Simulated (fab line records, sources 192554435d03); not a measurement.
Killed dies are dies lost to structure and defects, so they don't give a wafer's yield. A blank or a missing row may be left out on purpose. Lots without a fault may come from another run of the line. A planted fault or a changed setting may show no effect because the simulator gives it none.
Split-lot experiment | flow n5_finfet | 7 lots, 21 wafers read, on a route of 1938 steps

THE SPLIT
At N5_BEOL_M15_COAT_04 (resist thk 800 nm), the setting spin_rpm was moved away from the recipe's 1704 rpm on 8 of the 21 wafers read, by -9.2% to +10.4%. The other wafers ran this setting at the recipe's value.

FROM THE SPLIT TO THE READING: what the file shows between them, 4 steps
- N5_BEOL_M15_EBR_06
- N5_BEOL_M15_SOFTBAKE_05: time 60 s
- N5_BEOL_M15_DESCUM_15: chemistry O2, time 7.9 s
- N5_BEOL_M15_ETCH_59: etches BARC in N2/H2, target depth 89 nm, overetch 26.7 nm, time 67.9 s

THE READING
coat_of_BEOL_M15_COAT_04.thk_nm (the simulator's own value, which no gauge read), in nm, at N5_BEOL_M15_VIA_ETCH_16 (etches SiO2 in C4F8/O2/Ar, target depth 1792.2 nm). The file gives no usual value for it. The 13 wafers here that ran the recipe average 333.7 nm, standard deviation 5.4 nm.

wafer  | tool, chamber at the split | spin_rpm as run, rpm | against the recipe | coat_of_BEOL_M15_COAT_04.thk_nm, nm | against lot-mates on the recipe
L076.1 | litho_track-02, 0          | 1704                 | recipe             | 335.2                               | -
L076.2 | litho_track-02, 0          | 1704                 | recipe             | 332.8                               | -
L076.5 | litho_track-02, 0          | 1547                 | -9.2%              | 370.8                               | +36.8
L077.3 | litho_track-05, 0          | 1704                 | recipe             | 338.2                               | -
L077.4 | litho_track-05, 0          | 1704                 | recipe             | 324                                 | -
L077.6 | litho_track-05, 0          | 1641                 | -3.7%              | 357.8                               | +26.7
L082.2 | litho_track-05, 0          | 1550                 | -9.0%              | 373.4                               | +35.8
L082.4 | litho_track-05, 0          | 1550                 | -9.0%              | 373.8                               | +36.2
L082.5 | litho_track-05, 0          | 1704                 | recipe             | 337.6                               | -
L085.1 | litho_track-02, 0          | 1881                 | +10.4%             | 300                                 | -24.8
L085.4 | litho_track-02, 0          | 1704                 | recipe             | 324.8                               | -
L085.5 | litho_track-02, 0          | 1881                 | +10.4%             | 286.2                               | -38.6
L084.1 | litho_track-05, 0          | 1560                 | -8.5%              | 376.4                               | +39.0
L084.3 | litho_track-05, 0          | 1560                 | -8.5%              | 370                                 | +32.6
L084.4 | litho_track-05, 0          | 1704                 | recipe             | 337.4                               | -
L097.1 | litho_track-02, 0          | 1704                 | recipe             | 339.2                               | -
L097.3 | litho_track-02, 0          | 1704                 | recipe             | 334.6                               | -
L097.4 | litho_track-02, 0          | 1704                 | recipe             | 330                                 | -
L096.2 | litho_track-04, 0          | 1704                 | recipe             | 342                                 | -
L096.5 | litho_track-04, 0          | 1704                 | recipe             | 327.4                               | -
L096.6 | litho_track-04, 0          | 1704                 | recipe             | 335.2                               | -

THE FIT
A straight line over all 21 wafers: coat_of_BEOL_M15_COAT_04.thk_nm changes by -4.24 nm for each +1% of spin_rpm; r = -0.97; the points scatter about the line by 5.6 nm.
The same after taking each lot's own level away (the mean of its wafers on the recipe; 21 wafers): -3.7 nm for each +1%; r = -0.96; scatter 5.6 nm.
On that fit, the largest move of spin_rpm shifts the reading by 38 nm.
The lots' own levels span 324.80 to 337.60 nm, that is 2.4 times the standard deviation above.
So the lot-to-lot level changes the slope: the two fits differ.
Check: with one of the wafers moved furthest among these (+10.4%) left out of the fit, the line predicts -40.9 nm for it against its lot-mates. It came out at -24.8 nm against them.

THE WHOLE CHAIN: every reading that the file lists as answering this split, in the file's order
step                    | what it does                                      | reading                                                                          | change (the file's fit)              | r (the file's)
N5_BEOL_M15_COAT_04     | resist thk 800 nm                                 | coat_of_BEOL_M15_COAT_04.thk_nm (the simulator's own value, which no gauge read) | -4.2 nm for each +1% of the setting  | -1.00
N5_BEOL_M15_VIA_ETCH_16 | etches SiO2 in C4F8/O2/Ar, target depth 1792.2 nm | coat_of_BEOL_M15_COAT_04.thk_nm (the simulator's own value, which no gauge read) | -3.88 nm for each +1% of the setting | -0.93

THE FILE'S OWN FIT
coat_of_BEOL_M15_COAT_04.thk_nm changes by -3.88 nm for each +1% of spin_rpm, r = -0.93.
